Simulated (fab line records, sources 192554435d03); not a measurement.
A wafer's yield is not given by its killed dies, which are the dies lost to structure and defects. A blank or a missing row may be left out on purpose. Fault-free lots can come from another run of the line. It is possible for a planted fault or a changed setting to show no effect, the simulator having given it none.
Which tool is to blame? :: flow n5-finfet :: Sampling: 10 lots, 29 wafers, 6 of 1938 route steps

== WHAT THE GAUGES READ, wafer by wafer ==
N5_BEOL_M2_RS_MEAS_58: uses a four-point probe to measure. Usual: for M2_RS the level is 0.68 ohm/sq and the standard deviation is 0.033.
lot: L222
measured: day 7 03:41
on: film-metro-02
M2_RS (ohm/sq): 0.66 0.63 0.65
flag: 

lot: L223
measured: day 7 12:50
on: film-metro-02
M2_RS (ohm/sq): 0.70 0.72 0.70
flag: 

lot: L225
measured: day 8 09:56
on: film-metro-01
M2_RS (ohm/sq): 0.66 0.64 0.68
flag: 

lot: L233
measured: day 10 06:55
on: film-metro-02
M2_RS (ohm/sq): 0.73 0.70 0.68
flag: 

lot: L234
measured: day 10 13:17
on: film-metro-02
M2_RS (ohm/sq): 0.63 0.64 0.65
flag: 

lot: L235
measured: day 10 22:23
on: film-metro-01
M2_RS (ohm/sq): 0.65 0.67 0.65
flag: 

lot: L236
measured: day 11 03:35
on: film-metro-02
M2_RS (ohm/sq): 0.67 0.64 0.69
flag: 

lot: L240
measured: day 12 12:35
on: film-metro-02
M2_RS (ohm/sq): 0.71 0.72 0.69
flag: 

lot: L241
measured: day 12 17:46
on: film-metro-01
M2_RS (ohm/sq): 0.66 0.67
flag: 

lot: L242
measured: day 12 21:20
on: film-metro-02
M2_RS (ohm/sq): 0.69 0.68 0.69
flag: 

N5_BEOL_M3_THK_MEAS_01. Usual: for M3_ILD_THK the level is 78.9 nm and the standard deviation is 1.1.
lot: L222
measured: day 7 03:49
on: film-metro-01
M3_ILD_THK (nm): 80.5 79.4 80.0
flag: 

lot: L223
measured: day 7 12:59
on: film-metro-02
M3_ILD_THK (nm): 77.5 78.9 78.3
flag: 

lot: L225
measured: day 8 10:04
on: film-metro-01
M3_ILD_THK (nm): 78.3 79.6 79.8
flag: 

lot: L233
measured: day 10 07:03
on: film-metro-01
M3_ILD_THK (nm): 78.3 78.8 80.0
flag: 

lot: L234
measured: day 10 13:29
on: film-metro-01
M3_ILD_THK (nm): 77.6 79.1 78.7
flag: 

lot: L235
measured: day 10 22:31
on: film-metro-02
M3_ILD_THK (nm): 79.4 81.3 78.4
flag: 

lot: L236
measured: day 11 03:43
on: film-metro-02
M3_ILD_THK (nm): 78.2 80.4 78.8
flag: 

lot: L240
measured: day 12 12:43
on: film-metro-02
M3_ILD_THK (nm): 78.5 76.8 78.2
flag: 

lot: L241
measured: day 12 17:54
on: film-metro-02
M3_ILD_THK (nm): 78.7 79.8
flag: 

lot: L242
measured: day 12 21:29
on: film-metro-01
M3_ILD_THK (nm): 77.3 76.2 77.8
flag: 

N5_BEOL_M3_CD_MEAS_11 targets a cd of 17.05 nm. Usual: 17.09 nm for cd-nm, sd 0.26.
lot: L222
measured: day 7 05:21
on: cd-sem-02
cd-nm (nm): 17.41 17.21 17.52
flag: 

lot: L223
measured: day 7 14:00
on: cd-sem-02
cd-nm (nm): 17.08 17.63 17.32
flag: 

lot: L225
measured: day 8 10:43
on: cd-sem-01
cd-nm (nm): 16.91 16.85 17.07
flag: 

lot: L233
measured: day 10 14:01
on: cd-sem-01
cd-nm (nm): 16.87 17.10 16.80
flag: 

lot: L234
measured: day 10 14:11
on: cd-sem-02
cd-nm (nm): 17.10 17.35 17.42
flag: 

lot: L235
measured: day 10 23:52
on: cd-sem-01
cd-nm (nm): 17.39 17.15 17.40
flag: 

lot: L236
measured: day 11 04:38
on: cd-sem-03
cd-nm (nm): 17.12 17.13 17.44
flag: 

lot: L240
measured: day 12 14:02
on: cd-sem-02
cd-nm (nm): 16.64 17.33 17.36
flag: 

lot: L241
measured: day 12 18:55
on: cd-sem-01
cd-nm (nm): 17.05 17.09
flag: 

lot: L242
measured: day 13 00:55
on: cd-sem-02
cd-nm (nm): 17.61 17.47 17.43
flag: 

N5_BEOL_M3_INSPECT_13: inspects for defects (brightfield). Usual: 461 for raw-defect-count, sd 110.
lot: L222
measured: day 7 05:26
on: defect-inspect-02
raw-defect-count: 670 448 537
flag: 

lot: L223
measured: day 7 14:05
on: defect-inspect-01
raw-defect-count: 354 1179 316
flag: 

lot: L225
measured: day 8 10:47
on: defect-inspect-01
raw-defect-count: 436 487 491
flag: 

lot: L233
measured: day 10 14:07
on: defect-inspect-01
raw-defect-count: 608 467 486
flag: 

lot: L234
measured: day 10 14:16
on: defect-inspect-01
raw-defect-count: 650 444 507
flag: 

lot: L235
measured: day 10 23:57
on: defect-inspect-02
raw-defect-count: 365 420 374
flag: 

lot: L236
measured: day 11 04:44
on: defect-inspect-02
raw-defect-count: 401 478 495
flag: 

lot: L240
measured: day 12 14:08
on: defect-inspect-02
raw-defect-count: 487 354 473
flag: 

lot: L241
measured: day 12 19:01
on: defect-inspect-01
raw-defect-count: 365 442
flag: 

lot: L242
measured: day 13 01:01
on: defect-inspect-01
raw-defect-count: 294 432 341
flag: 

N5_BEOL_M4_RC_MEAS_101. Usual: DIBL_N 36.5 mV/V, standard deviation 1.8; DIBL_P 36.5 mV/V, standard deviation 2.1; IOFF_N 0.17 nA/um, standard deviation 0.031; IOFF_P 0.22 nA/um, standard deviation 0.036; ION_N 677 uA/um, standard deviation 11; ION_P 463 uA/um, standard deviation 8; SS_N 71.6 mV/dec, standard deviation 0.61; SS_P 73.3 mV/dec, standard deviation 0.63; VT_N 249 mV, standard deviation 3.1; VT_P -250 mV, standard deviation 3.3.
lot: L222
measured: day 8 12:54
on: prober-01
DIBL_N (mV/V): 34.9 37.1 34.9
DIBL_P (mV/V): 36.3 39.6 36.8
IOFF_N (nA/um): 0.16 0.19 0.16
IOFF_P (nA/um): 0.17 0.23 0.18
ION_N (uA/um): 684 679 673
ION_P (uA/um): 455 464 457
SS_N (mV/dec): 71.6 71.9 71.8
SS_P (mV/dec): 73.8 74.0 72.7
VT_N (mV): 249 246 249
VT_P (mV): -252 -251 -255
flag: 

lot: L223
measured: day 8 14:43
on: prober-02
DIBL_N (mV/V): 40.8 37.6 37.2
DIBL_P (mV/V): 41.5 38.2 36.6
IOFF_N (nA/um): 0.23 0.17 0.15
IOFF_P (nA/um): 0.26 0.20 0.18
ION_N (uA/um): 683 688 675
ION_P (uA/um): 462 465 454
SS_N (mV/dec): 72.8 71.1 71.1
SS_P (mV/dec): 74.2 73.7 73.3
VT_N (mV): 245 248 251
VT_P (mV): -250 -253 -255
flag: 

lot: L225
measured: day 9 10:14
on: prober-01
DIBL_N (mV/V): 38.5 34.7 36.1
DIBL_P (mV/V): 38.5 34.7 35.5
IOFF_N (nA/um): 0.21 0.14 0.15
IOFF_P (nA/um): 0.26 0.20 0.20
ION_N (uA/um): 694 681 679
ION_P (uA/um): 476 468 469
SS_N (mV/dec): 72.0 71.0 71.7
SS_P (mV/dec): 73.7 72.8 73.1
VT_N (mV): 242 250 250
VT_P (mV): -245 -248 -249
flag: 

lot: L233
measured: day 11 07:36
on: prober-02
DIBL_N (mV/V): 38.1 38.4 34.5
DIBL_P (mV/V): 37.8 38.9 34.7
IOFF_N (nA/um): 0.17 0.19 0.12
IOFF_P (nA/um): 0.20 0.23 0.16
ION_N (uA/um): 675 684 672
ION_P (uA/um): 452 464 462
SS_N (mV/dec): 72.2 72.9 71.4
SS_P (mV/dec): 73.4 74.0 73.6
VT_N (mV): 251 248 252
VT_P (mV): -251 -251 -255
flag: 

lot: L234
measured: day 11 12:56
on: prober-01
DIBL_N (mV/V): 35.1 37.4 35.0
DIBL_P (mV/V): 35.0 38.1 35.1
IOFF_N (nA/um): 0.14 0.18 0.14
IOFF_P (nA/um): 0.20 0.25 0.21
ION_N (uA/um): 675 676 684
ION_P (uA/um): 470 462 471
SS_N (mV/dec): 71.0 71.0 71.4
SS_P (mV/dec): 72.8 73.8 72.9
VT_N (mV): 250 248 249
VT_P (mV): -250 -248 -249
flag: 

lot: L235
measured: day 12 01:16
on: prober-01
DIBL_N (mV/V): 38.7 36.5 37.8
DIBL_P (mV/V): 39.2 36.5 38.0
IOFF_N (nA/um): 0.20 0.16 0.18
IOFF_P (nA/um): 0.24 0.19 0.21
ION_N (uA/um): 682 671 691
ION_P (uA/um): 463 458 462
SS_N (mV/dec): 71.7 71.4 71.4
SS_P (mV/dec): 74.4 73.7 73.2
VT_N (mV): 247 250 250
VT_P (mV): -250 -252 -254
flag: 

lot: L236
measured: day 12 07:37
on: prober-01
DIBL_N (mV/V): 36.3 35.7 38.1
DIBL_P (mV/V): 36.7 34.7 38.7
IOFF_N (nA/um): 0.15 0.13 0.18
IOFF_P (nA/um): 0.20 0.17 0.23
ION_N (uA/um): 667 663 690
ION_P (uA/um): 456 460 463
SS_N (mV/dec): 71.2 70.9 71.9
SS_P (mV/dec): 72.9 72.3 73.2
VT_N (mV): 251 252 249
VT_P (mV): -250 -252 -249
flag: 

lot: L240
measured: day 13 18:14
on: prober-01
DIBL_N (mV/V): 35.3 34.3 34.7
DIBL_P (mV/V): 37.2 35.6 36.1
IOFF_N (nA/um): 0.15 0.13 0.14
IOFF_P (nA/um): 0.20 0.18 0.19
ION_N (uA/um): 679 677 675
ION_P (uA/um): 467 464 465
SS_N (mV/dec): 70.5 71.4 71.3
SS_P (mV/dec): 73.8 73.4 73.8
VT_N (mV): 250 251 250
VT_P (mV): -252 -252 -250
flag: 

lot: L241
measured: day 13 21:04
on: prober-02
DIBL_N (mV/V): 33.1 36.2
DIBL_P (mV/V): 32.2 36.9
IOFF_N (nA/um): 0.11 0.17
IOFF_P (nA/um): 0.17 0.22
ION_N (uA/um): 649 664
ION_P (uA/um): 458 463
SS_N (mV/dec): 70.5 72.0
SS_P (mV/dec): 72.9 72.4
VT_N (mV): 253 251
VT_P (mV): -252 -249
flag: 

lot: L242
measured: day 14 00:46
on: prober-02
DIBL_N (mV/V): 36.9 38.9 35.3
DIBL_P (mV/V): 37.0 39.9 35.8
IOFF_N (nA/um): 0.17 0.21 0.16
IOFF_P (nA/um): 0.25 0.29 0.22
ION_N (uA/um): 673 687 683
ION_P (uA/um): 465 476 472
SS_N (mV/dec): 71.8 72.7 71.2
SS_P (mV/dec): 73.1 73.8 72.8
VT_N (mV): 247 247 250
VT_P (mV): -246 -243 -248
flag: 

== WHAT TOOL EACH LOT RAN ON (gives the tool, then ch and the chambers of the sampled wafers, and finally the start) ==
lot: L222
N5_BEOL_M3_PECVD_72: pecvd-04 ch 0,1,2, day 7 03:52

lot: L223
N5_BEOL_M3_PECVD_72: pecvd-04 ch 0,1, day 7 13:01

lot: L225
N5_BEOL_M3_PECVD_72: pecvd-01 ch 0,1,2, day 8 10:06

lot: L233
N5_BEOL_M3_PECVD_72: pecvd-02 ch 0,2, day 10 07:05

lot: L234
N5_BEOL_M3_PECVD_72: pecvd-02 ch 1,2, day 10 13:31

lot: L235
N5_BEOL_M3_PECVD_72: pecvd-04 ch 1,2, day 10 22:34

lot: L236
N5_BEOL_M3_PECVD_72: pecvd-02 ch 0,2, day 11 03:46

lot: L240
N5_BEOL_M3_PECVD_72: pecvd-04 ch 0,1, day 12 12:46

lot: L241
N5_BEOL_M3_PECVD_72: pecvd-04 ch 0,2, day 12 17:56

lot: L242
N5_BEOL_M3_PECVD_72: pecvd-04 ch 0,1, day 12 21:31
- N5_BEOL_M3_PECVD_72: deposits SiO2 from TEOS/O2, target thk 16 nm, time 18 s.

== AS READ BY THE TOOLS THEMSELVES (means over the sampled wafers that have a number; for cases with no such wafer, the mark the record gives instead) ==
N5_BEOL_M3_PECVD_72. Usual: heater-power-outer-w 400 W, standard deviation 59; heater-power-w 688 W, standard deviation 82; showerhead-plenum-p-Torr 8.79 Torr, standard deviation 0.064; throttle-valve-pct 22.4 %, standard deviation 0.81.
lot: L222
tool: pecvd-04
heater-power-outer-w (W): 358
heater-power-w (W): 626
showerhead-plenum-p-Torr (Torr): 8.80
throttle-valve-pct (%): 23.1
flag: 

lot: L223
tool: pecvd-04
heater-power-outer-w (W): 348
heater-power-w (W): 642
showerhead-plenum-p-Torr (Torr): 8.85
throttle-valve-pct (%): 22.7
flag: 

lot: L225
tool: pecvd-01
heater-power-outer-w (W): 401
heater-power-w (W): 698
showerhead-plenum-p-Torr (Torr): 8.82
throttle-valve-pct (%): 21.6
flag: 

lot: L233
tool: pecvd-02
heater-power-outer-w (W): 437
heater-power-w (W): 716
showerhead-plenum-p-Torr (Torr): 8.72
throttle-valve-pct (%): 22.0
flag: 

lot: L234
tool: pecvd-02
heater-power-outer-w (W): 422
heater-power-w (W): 684
showerhead-plenum-p-Torr (Torr): 8.72
throttle-valve-pct (%): 21.7
flag: 

lot: L235
tool: pecvd-04
heater-power-outer-w (W): 329
heater-power-w (W): 565
showerhead-plenum-p-Torr (Torr): 8.74
throttle-valve-pct (%): 21.5
flag: 

lot: L236
tool: pecvd-02
heater-power-outer-w (W): 418
heater-power-w (W): 681
showerhead-plenum-p-Torr (Torr): 8.72
throttle-valve-pct (%): 22.5
flag: 

lot: L240
tool: pecvd-04
heater-power-outer-w (W): 381
heater-power-w (W): 685
showerhead-plenum-p-Torr (Torr): 8.85
throttle-valve-pct (%): 22.7
flag: 

lot: L241
tool: pecvd-04
heater-power-outer-w (W): 362
heater-power-w (W): 639
showerhead-plenum-p-Torr (Torr): 8.82
throttle-valve-pct (%): 22.2
flag: 

lot: L242
tool: pecvd-04
heater-power-outer-w (W): 354
heater-power-w (W): 657
showerhead-plenum-p-Torr (Torr): 8.87
throttle-valve-pct (%): 23.3
flag: 

== THE ANSWER, worked out from the rows above alone ==
Rule: a lot counts as off when the mean over its wafers that have a number is more than 3 standard deviations away from the usual mean. A lot without any number at a reading at which 4 lots or more have one is off too. Where the step has rows for the other lots, those lots are counted as sound. First the gauges in route order, then the tools' own readings, where a lot's mean is used as printed above. At the first step where some lot is off, the reading lying furthest off is the one used; lots without a number count as furthest.
No lot is off at any reading shown: from this, nothing can be told.

== WHAT THE SIMULATOR HAD PUT IN ==
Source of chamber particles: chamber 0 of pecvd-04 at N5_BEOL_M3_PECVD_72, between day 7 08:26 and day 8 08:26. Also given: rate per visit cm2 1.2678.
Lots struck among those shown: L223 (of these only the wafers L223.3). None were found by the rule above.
